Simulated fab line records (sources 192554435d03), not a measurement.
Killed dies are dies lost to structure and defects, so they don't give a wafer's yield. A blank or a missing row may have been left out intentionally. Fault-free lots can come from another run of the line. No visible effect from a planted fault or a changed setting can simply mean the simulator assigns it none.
fab line records + flow n5_finfet + part 2 of 2: steps 7 to 7 of 7
[record]
- lots = 10
- wafers = 29
- last_day = 16
route steps=1938 shown SD_EPI_P@304 SD_ACTIVATION@331 ILD0@335 BEOL_M4@1111 PASSIVATION@1936
lots that met no fault: taken from a fault-free run of the same line
start_h: hours from the record's opening day to when the first of the lot's shown wafers began + wait_h: hours elapsed since this lot's preceding step + " same as the row above + L1.1+2: several wafers, shown together as one row + - value missing, or start not given + * or withheld: withheld + < > ~ a bound
route shown NAME@n: NAME is a module with steps in the file, n the number in the route of the first one + usual: mean and standard deviation over wafers with no fault + same: alike in all rows + chamber/n: place in a boat + sites: the reading at each site + _std_site: the values' standard deviation + _edge_site: inner sites' mean taken away from outer sites' mean + radius_mm: how far each site lies from the wafer's centre + mask NAME#n: copy n + behind: the most recent tool/chamber to have shaped the wafer + hold: the reason the lot was held/the length of the hold in hours/how it ended + device: the n, p or np transistor that did not switch + end of line: the route-end tests of the same wafers + a step with no rows: only its recipe + killed: dies lost to structure and defects at the first sort, not the wafer's yield + map: shows each die of a wafer: x if killed, . if not, _ if none is there
set.NAME: the setting as run; set.NAME@STEP: as run at that earlier step + model.NAME: the simulator's own value behind a step, which no gauge read
a sample of lots followed through the steps of the route, with each step as a table and each wafer as a row
services: when a tool's chamber went out of use (start_h, in hours from the record's first day, below 0 if earlier), for how many hours, and the reason
[[steps]]
[step N5_PASSIVATION_PROBE_49]
[usual]
- defect_limited_yield = 91.5/1.5
- killed_at_M0_to_M3 = 32/9.4
- killed_at_M4_up = 12/5.1
- killed_at_contacts = 11/7.4
- killed_at_front_end = 41/11
- killed_at_other = 3.4/2.5
- killed_dies = 100/17
- killed_open = 65/14
- killed_short = 33/7
- sort_bin_4_leakage = 0.00/0.01
- sort_bin_5_function = 4.9/0.96
- sort_bin_6_memory = 3.1/0.7
- sort_n_pass = 1080/17
- sort_yield_pct = 91.5/1.5
[same]
- gross_dies = 1180
- killed_at_back_side = 0
- sort_bin_8_speed[%] = 0
| lot.wafer | tool      | chamber | start_h | wait_h | defect_limited_yield[%] | killed_at_M0_to_M3 | killed_at_M4_up | killed_at_contacts | killed_at_front_end | killed_at_other | killed_dies | killed_open | killed_short | sort_bin_4_leakage[%] | sort_bin_5_function[%] | sort_bin_6_memory[%] | sort_n_pass | sort_yield_pct[%] |
|-----------|-----------|---------|---------|--------|-------------------------|--------------------|-----------------|--------------------|---------------------|-----------------|-------------|-------------|--------------|-----------------------|------------------------|----------------------|-------------|-------------------|
| L746.3    | prober-02 | -       | 264.57  | 0.1    | 91.5                    | 27                 | 12              | 17                 | 37                  | 7               | 100         | 65          | 35           | 0                     | 4.5                    | 3.7                  | 1080        | 91.5              |
| L746.5    | prober-02 | -       | 264.67  | 0.2    | 92.5                    | 15                 | 10              | 8                  | 50                  | 6               | 89          | 58          | 31           | 0                     | 4.6                    | 2.9                  | 1091        | 92.5              |
| L746.6    | prober-02 | -       | 264.72  | 0.3    | 92.5                    | 25                 | 9               | 4                  | 45                  | 6               | 89          | 54          | 26           | 0                     | 4.2                    | 2.4                  | 1091        | 92.5              |
| L751.1    | prober-02 | -       | 279.62  | 0.0    | 92.6                    | 23                 | 20              | 16                 | 25                  | 3               | 87          | 56          | 30           | 0                     | 4.3                    | 2.5                  | 1093        | 92.6              |
| L751.4    | prober-02 | -       | 279.77  | 0.2    | 91.6                    | 39                 | 15              | 15                 | 30                  | 0               | 99          | 75          | 24           | 0                     | 5.2                    | 3.1                  | 1081        | 91.6              |
| L751.5    | prober-02 | -       | 279.82  | 0.2    | 90.2                    | 24                 | 14              | 19                 | 54                  | 5               | 116         | 73          | 43           | 0.08                  | 5.5                    | 3.6                  | 1063        | 90.1              |
| L749.1    | prober-02 | -       | 289.72  | 0.0    | 88.5                    | 30                 | 14              | 7                  | 79                  | 6               | 136         | 77          | 58           | 0                     | 7.1                    | 3.8                  | 1044        | 88.5              |
| L749.3    | prober-02 | -       | 289.82  | 0.1    | 89.3                    | 31                 | 16              | 9                  | 64                  | 6               | 126         | 81          | 43           | 0                     | 5.7                    | 4.7                  | 1054        | 89.3              |
| L749.6    | prober-02 | -       | 289.97  | 0.3    | 91.6                    | 27                 | 18              | 15                 | 33                  | 6               | 99          | 65          | 32           | 0                     | 5.3                    | 2.7                  | 1081        | 91.6              |
| L755.3    | prober-02 | -       | 305.21  | 0.1    | 88.7                    | 40                 | 15              | 6                  | 71                  | 1               | 133         | 99          | 34           | 0                     | 7.1                    | 3.6                  | 1047        | 88.7              |
| L755.4    | prober-02 | -       | 305.26  | 0.2    | 90.3                    | 49                 | 23              | 11                 | 29                  | 2               | 114         | 74          | 40           | 0                     | 6.6                    | 2.9                  | 1066        | 90.3              |
| L755.5    | prober-02 | -       | 305.31  | 0.2    | 89.3                    | 46                 | 7               | 4                  | 69                  | 0               | 126         | 89          | 33           | 0                     | 5.8                    | 4.2                  | 1054        | 89.3              |
| L758.3    | prober-01 | -       | 326.49  | 0.1    | 90.1                    | 40                 | 2               | 11                 | 61                  | 3               | 117         | 78          | 30           | 0                     | 5.6                    | 2.9                  | 1063        | 90.1              |
| L758.5    | prober-01 | -       | 326.59  | 0.2    | 91.0                    | 28                 | 9               | 5                  | 60                  | 4               | 106         | 75          | 31           | 0                     | 4.7                    | 3.9                  | 1074        | 91.0              |
| L757.1    | prober-01 | -       | 327.45  | 0.0    | 91.5                    | 21                 | 20              | 8                  | 45                  | 6               | 100         | 61          | 38           | 0                     | 5.5                    | 2.5                  | 1080        | 91.5              |
| L757.2    | prober-01 | -       | 327.50  | 0.1    | 91.4                    | 36                 | 8               | 5                  | 48                  | 4               | 101         | 64          | 35           | 0                     | 4.7                    | 3.2                  | 1079        | 91.4              |
| L757.4    | prober-01 | -       | 327.60  | 0.2    | 92.4                    | 22                 | 9               | 16                 | 41                  | 2               | 90          | 62          | 28           | 0                     | 4.8                    | 2.5                  | 1090        | 92.4              |
| L759.1    | prober-02 | -       | 339.74  | 0.0    | 91.7                    | 40                 | 15              | 6                  | 30                  | 7               | 98          | 67          | 30           | 0                     | 5.1                    | 2.9                  | 1082        | 91.7              |
| L759.2    | prober-02 | -       | 339.79  | 0.1    | 91.5                    | 26                 | 15              | 7                  | 51                  | 1               | 100         | 65          | 35           | 0                     | 6.0                    | 2.3                  | 1080        | 91.5              |
| L759.4    | prober-02 | -       | 339.89  | 0.2    | 91.4                    | 28                 | 8               | 14                 | 51                  | 1               | 102         | 68          | 33           | 0                     | 4.9                    | 3.4                  | 1078        | 91.4              |
| L762.1    | prober-02 | -       | 350.99  | 0.0    | 91.8                    | 50                 | 12              | 4                  | 27                  | 4               | 97          | 57          | 34           | 0                     | 5.1                    | 2.4                  | 1083        | 91.8              |
| L762.3    | prober-02 | -       | 351.09  | 0.1    | 92.2                    | 32                 | 17              | 11                 | 24                  | 8               | 92          | 59          | 31           | 0                     | 3.9                    | 3.9                  | 1088        | 92.2              |
| L762.4    | prober-02 | -       | 351.14  | 0.2    | 91.8                    | 44                 | 11              | 7                  | 31                  | 4               | 97          | 60          | 30           | 0                     | 4.5                    | 2.9                  | 1083        | 91.8              |
| L763.2    | prober-01 | -       | 351.85  | 0.1    | 90.9                    | 25                 | 6               | 16                 | 55                  | 5               | 107         | 73          | 26           | 0                     | 3.9                    | 4.3                  | 1073        | 90.9              |
| L763.4    | prober-01 | -       | 351.95  | 0.2    | 90.4                    | 33                 | 11              | 19                 | 49                  | 1               | 113         | 68          | 37           | 0                     | 4.8                    | 3.6                  | 1067        | 90.4              |
| L763.6    | prober-01 | -       | 352.05  | 0.3    | 91.1                    | 32                 | 7               | 16                 | 46                  | 4               | 105         | 66          | 35           | 0                     | 5.0                    | 3.1                  | 1075        | 91.1              |
| L766.1    | prober-01 | -       | 385.17  | 0.0    | 89.5                    | 40                 | 16              | 17                 | 41                  | 10              | 124         | 75          | 47           | 0                     | 7.1                    | 3.1                  | 1056        | 89.5              |
| L766.2    | prober-01 | -       | 385.22  | 0.1    | 91.1                    | 37                 | 12              | 6                  | 45                  | 5               | 105         | 68          | 35           | 0                     | 5.2                    | 3.6                  | 1075        | 91.1              |
| L766.4    | prober-01 | -       | 385.32  | 0.2    | 91.9                    | 32                 | 17              | 6                  | 35                  | 6               | 96          | 54          | 39           | 0                     | 4.8                    | 2.6                  | 1084        | 91.9              |
// killed by level:class
L746.3 MOL_CONTACT_COAG:geometric_particle:open=17 FIN_SAQP:geometric_particle:short=10 BEOL_M2:geometric_particle:open=10 STI_FIN_REVEAL:geometric_particle:open=8 BEOL_M0_SAQP:geometric_particle:short=8 STARTING-WAFER:geometric_particle:open=5 GATE_CUT:geometric_particle:short=4 BEOL_M0_SAQP:geometric_particle:open=4
L746.5 FIN_SAQP:geometric_particle:short=14 DUMMY_GATE:geometric_particle:open=9 BEOL_M2:geometric_particle:open=9 MOL_CONTACT_COAG:geometric_particle:open=7 FIN_SAQP:geometric_particle:open=6 STI_FIN_REVEAL:geometric_particle:open=4 GATE_CUT:geometric_particle:open=4 GATE_CUT:geometric_particle:short=4
L746.6 BEOL_M2:geometric_particle:open=10 HKMG_FIN:area_etch=9 BEOL_M3:geometric_particle:open=7 FIN_SAQP:geometric_particle:open=6 STI_FIN_REVEAL:geometric_particle:open=6 GATE_CUT:geometric_particle:short=6 FIN_SAQP:geometric_particle:short=5 STARTING-WAFER:geometric_particle:open=5
L751.1 MOL_CONTACT_COAG:geometric_particle:open=13 STI_FIN_REVEAL:geometric_particle:open=6 BEOL_M4:geometric_particle:open=6 GATE_CUT:geometric_particle:short=5 BEOL_M3:geometric_particle:open=4 FIN_SAQP:geometric_particle:short=3 GATE_CUT:geometric_particle:open=3 MOL_CONTACT_COAG:geometric_particle:short=3
L751.4 MOL_CONTACT_COAG:geometric_particle:open=14 BEOL_M1:geometric_particle:open=13 BEOL_M4:geometric_particle:open=11 STI_FIN_REVEAL:geometric_particle:open=9 BEOL_M3:geometric_particle:open=8 FIN_SAQP:geometric_particle:short=5 BEOL_M0_SAQP:geometric_particle:open=5 BEOL_M1:geometric_particle:short=4
L751.5 MOL_CONTACT_COAG:geometric_particle:open=16 FIN_SAQP:geometric_particle:short=12 FIN_SAQP:geometric_particle:open=10 GATE_CUT:geometric_particle:short=9 BEOL_M2:geometric_particle:open=7 GATE_CUT:geometric_particle:open=6 STI_FIN_REVEAL:geometric_particle:open=5 BEOL_M4:geometric_particle:open=5
L749.1 FIN_SAQP:geometric_particle:open=18 STI_FIN_REVEAL:geometric_particle:open=18 GATE_CUT:geometric_particle:short=16 FIN_SAQP:geometric_particle:short=10 BEOL_M0_SAQP:geometric_particle:open=10 BEOL_M0_SAQP:geometric_particle:short=10 BEOL_M3:geometric_particle:open=5 STI_FIN_REVEAL:geometric_particle:short=5
L749.3 STI_FIN_REVEAL:geometric_particle:open=14 GATE_CUT:geometric_particle:short=14 BEOL_M3:geometric_particle:open=14 FIN_SAQP:geometric_particle:open=11 BEOL_M4:geometric_particle:open=9 BEOL_M0_SAQP:geometric_particle:open=6 DUMMY_GATE:geometric_particle:open=5 GATE_CUT:geometric_particle:open=5
L749.6 MOL_CONTACT_COAG:geometric_particle:open=13 STI_FIN_REVEAL:geometric_particle:open=9 GATE_CUT:geometric_particle:short=8 BEOL_M2:geometric_particle:open=7 BEOL_M3:geometric_particle:open=6 BEOL_M5:geometric_particle:short=5 STI_FIN_REVEAL:geometric_particle:short=5 BEOL_M0_SAQP:geometric_particle:open=5
L755.3 FIN_SAQP:geometric_particle:open=24 BEOL_M1:geometric_particle:open=12 STI_FIN_REVEAL:geometric_particle:open=11 BEOL_M2:geometric_particle:open=9 FIN_SAQP:geometric_particle:short=7 STI_FIN_REVEAL:geometric_particle:short=7 BEOL_M0_SAQP:geometric_particle:open=7 GATE_CUT:geometric_particle:open=6
L755.4 BEOL_M0_SAQP:geometric_particle:open=14 BEOL_M0_SAQP:geometric_particle:short=13 BEOL_M4:geometric_particle:open=13 BEOL_M2:geometric_particle:open=10 FIN_SAQP:geometric_particle:open=9 MOL_CONTACT_COAG:geometric_particle:open=7 STI_FIN_REVEAL:geometric_particle:open=5 BEOL_M5:geometric_particle:open=5
L755.5 BEOL_M2:geometric_particle:open=22 FIN_SAQP:geometric_particle:open=20 FIN_SAQP:geometric_particle:short=14 BEOL_M0_SAQP:geometric_particle:open=8 BEOL_M1:geometric_particle:open=7 GATE_CUT:geometric_particle:short=7 STI_FIN_REVEAL:geometric_particle:open=6 DUMMY_GATE:geometric_particle:open=5
L758.3 FIN_SAQP:geometric_particle:open=17 BEOL_M2:geometric_particle:open=12 STI_FIN_REVEAL:geometric_particle:open=9 MOL_CONTACT_COAG:geometric_particle:open=9 HKMG_FIN:area_etch=9 BEOL_M3:geometric_particle:open=8 FIN_SAQP:geometric_particle:short=7 DUMMY_GATE:geometric_particle:open=7
L758.5 FIN_SAQP:geometric_particle:open=19 STI_FIN_REVEAL:geometric_particle:open=17 FIN_SAQP:geometric_particle:short=11 BEOL_M0_SAQP:geometric_particle:open=9 BEOL_M3:geometric_particle:open=6 STI_FIN_REVEAL:geometric_particle:short=5 BEOL_M0_SAQP:geometric_particle:short=5 BEOL_M4:geometric_particle:open=5
L757.1 FIN_SAQP:geometric_particle:open=10 STI_FIN_REVEAL:geometric_particle:open=10 FIN_SAQP:geometric_particle:short=9 BEOL_M4:geometric_particle:open=8 MOL_CONTACT_COAG:geometric_particle:open=6 BEOL_M0_SAQP:geometric_particle:open=4 BEOL_M3:geometric_particle:open=4 BEOL_M4:geometric_particle:short=4
L757.2 FIN_SAQP:geometric_particle:open=12 STI_FIN_REVEAL:geometric_particle:open=11 FIN_SAQP:geometric_particle:short=9 BEOL_M2:geometric_particle:open=9 BEOL_M3:geometric_particle:open=6 BEOL_M0_SAQP:geometric_particle:short=5 GATE_CUT:geometric_particle:short=4 DUMMY_GATE:geometric_particle:open=3
L757.4 MOL_CONTACT_COAG:geometric_particle:open=12 STI_FIN_REVEAL:geometric_particle:open=11 FIN_SAQP:geometric_particle:open=7 BEOL_M0_SAQP:geometric_particle:open=6 DUMMY_GATE:geometric_particle:open=5 FIN_SAQP:geometric_particle:short=4 ILD0:geometric_particle:short=4 MOL_CONTACT_COAG:geometric_particle:short=4
L759.1 BEOL_M0_SAQP:geometric_particle:short=12 BEOL_M0_SAQP:geometric_particle:open=12 BEOL_M1:geometric_particle:open=7 BEOL_M4:geometric_particle:open=6 PASS1_DEP:geometric_particle:open=6 DUMMY_GATE:geometric_particle:open=5 MOL_CONTACT_COAG:geometric_particle:open=5 BEOL_M3:geometric_particle:open=5
L759.2 STI_FIN_REVEAL:geometric_particle:open=14 FIN_SAQP:geometric_particle:short=12 BEOL_M0_SAQP:geometric_particle:short=8 BEOL_M0_SAQP:geometric_particle:open=8 FIN_SAQP:geometric_particle:open=7 MOL_CONTACT_COAG:geometric_particle:open=5 DUMMY_GATE:geometric_particle:open=4 GATE_CUT:geometric_particle:open=4
L759.4 FIN_SAQP:geometric_particle:open=15 MOL_CONTACT_COAG:geometric_particle:open=13 FIN_SAQP:geometric_particle:short=10 BEOL_M0_SAQP:geometric_particle:open=9 STI_FIN_REVEAL:geometric_particle:open=4 DUMMY_GATE:geometric_particle:open=4 BEOL_M2:geometric_particle:open=4 BEOL_M0_SAQP:geometric_particle:short=3
L762.1 BEOL_M0_SAQP:geometric_particle:short=15 BEOL_M0_SAQP:geometric_particle:open=11 BEOL_M4:geometric_particle:open=7 BEOL_M1:geometric_particle:open=6 HKMG_FIN:area_etch=6 STI_FIN_REVEAL:geometric_particle:open=5 BEOL_M3:geometric_particle:open=5 MOL_CONTACT_COAG:geometric_particle:open=4
L762.3 BEOL_M0_SAQP:geometric_particle:open=12 BEOL_M3:geometric_particle:open=11 FIN_SAQP:geometric_particle:short=7 MOL_CONTACT_COAG:geometric_particle:open=7 PAD_METAL:geometric_particle:short=7 FIN_SAQP:geometric_particle:open=6 BEOL_M5:geometric_particle:open=5 MOL_CONTACT_COAG:geometric_particle:short=4
L762.4 BEOL_M1:geometric_particle:open=16 FIN_SAQP:geometric_particle:short=8 BEOL_M3:geometric_particle:open=8 MOL_CONTACT_COAG:geometric_particle:open=6 BEOL_M0_SAQP:geometric_particle:open=6 HKMG_FIN:area_etch=6 FIN_SAQP:geometric_particle:open=5 BEOL_M0_SAQP:geometric_particle:short=5
L763.2 FIN_SAQP:geometric_particle:open=15 MOL_CONTACT_COAG:geometric_particle:open=13 BEOL_M3:geometric_particle:open=12 FIN_SAQP:geometric_particle:short=8 HKMG_FIN:area_etch=7 STI_FIN_REVEAL:geometric_particle:open=6 BEOL_M2:geometric_particle:open=5 GATE_CUT:geometric_particle:open=4
L763.4 MOL_CONTACT_COAG:geometric_particle:open=14 FIN_SAQP:geometric_particle:short=11 BEOL_M2:geometric_particle:open=8 HKMG_FIN:area_etch=8 STI_FIN_REVEAL:geometric_particle:open=7 BEOL_M3:geometric_particle:open=7 MOL_CONTACT_COAG:geometric_particle:short=5 BEOL_M0_SAQP:geometric_particle:short=5
L763.6 STI_FIN_REVEAL:geometric_particle:open=20 MOL_CONTACT_COAG:geometric_particle:open=11 BEOL_M0_SAQP:geometric_particle:short=10 BEOL_M0_SAQP:geometric_particle:open=8 GATE_CUT:geometric_particle:short=5 MOL_CONTACT_COAG:geometric_particle:short=5 BEOL_M3:geometric_particle:open=5 FIN_SAQP:geometric_particle:open=3
L766.1 BEOL_M0_SAQP:geometric_particle:short=16 MOL_CONTACT_COAG:geometric_particle:open=13 BEOL_M0_SAQP:geometric_particle:open=10 STI_FIN_REVEAL:geometric_particle:open=7 FIN_SAQP:geometric_particle:short=6 FIN_SAQP:geometric_particle:open=6 DUMMY_GATE:geometric_particle:open=5 BEOL_M3:geometric_particle:open=5
L766.2 FIN_SAQP:geometric_particle:open=9 BEOL_M3:geometric_particle:open=9 BEOL_M0_SAQP:geometric_particle:short=9 STI_FIN_REVEAL:geometric_particle:open=7 FIN_SAQP:geometric_particle:short=5 MOL_CONTACT_COAG:geometric_particle:open=5 BEOL_M1:geometric_particle:open=5 STARTING-WAFER:geometric_particle:short=5
L766.4 FIN_SAQP:geometric_particle:short=10 FIN_SAQP:geometric_particle:open=8 BEOL_M0_SAQP:geometric_particle:short=8 BEOL_M3:geometric_particle:open=7 BEOL_M2:geometric_particle:open=6 BEOL_M1:geometric_particle:open=5 GATE_CUT:geometric_particle:short=4 MOL_CONTACT_COAG:geometric_particle:open=4
[[services]]
| tool            | chamber | start_h | hours | kind       |
|-----------------|---------|---------|-------|------------|
| laser_anneal-02 | -       | 45.99   | 2.4   | pm         |
| ald_sin-01      | 2       | 60.29   | 9.5   | repair     |
| laser_anneal-02 | -       | 71.46   | 3.9   | repair     |
| ald_sin-01      | 1       | 79.30   | 4.7   | repair     |
| ald_sin-01      | -       | 79.79   | 1.8   | repair     |
| ald_sin-02      | -       | 85.44   | 14.0  | pm         |
| ald_sin-02      | 0       | 85.44   | 14.0  | vent_cycle |
| ald_sin-02      | 1       | 85.44   | 14.0  | vent_cycle |
| ald_sin-02      | 2       | 85.44   | 14.0  | vent_cycle |
| ald_sin-02      | 3       | 85.44   | 14.0  | vent_cycle |
| ald_sin-02      | 0       | 99.44   | -     | clean      |
| ald_sin-02      | 1       | 99.44   | -     | clean      |
| ald_sin-02      | 2       | 99.44   | -     | clean      |
| ald_sin-02      | 3       | 99.44   | -     | clean      |
| ald_sin-02      | 0       | 104.27  | 2.5   | repair     |
| rie_diel-01     | -       | 105.87  | 0.6   | repair     |
| ald_sin-01      | 2       | 137.36  | 3.6   | repair     |
| rie_diel-01     | 1       | 140.00  | 12.9  | repair     |
| laser_anneal-02 | -       | 146.07  | 21.6  | pm         |
| ald_sin-03      | 0       | 150.53  | 8.9   | repair     |
| laser_anneal-01 | -       | 175.95  | 3.4   | repair     |
| rie_diel-03     | 0       | 181.89  | 7.9   | repair     |
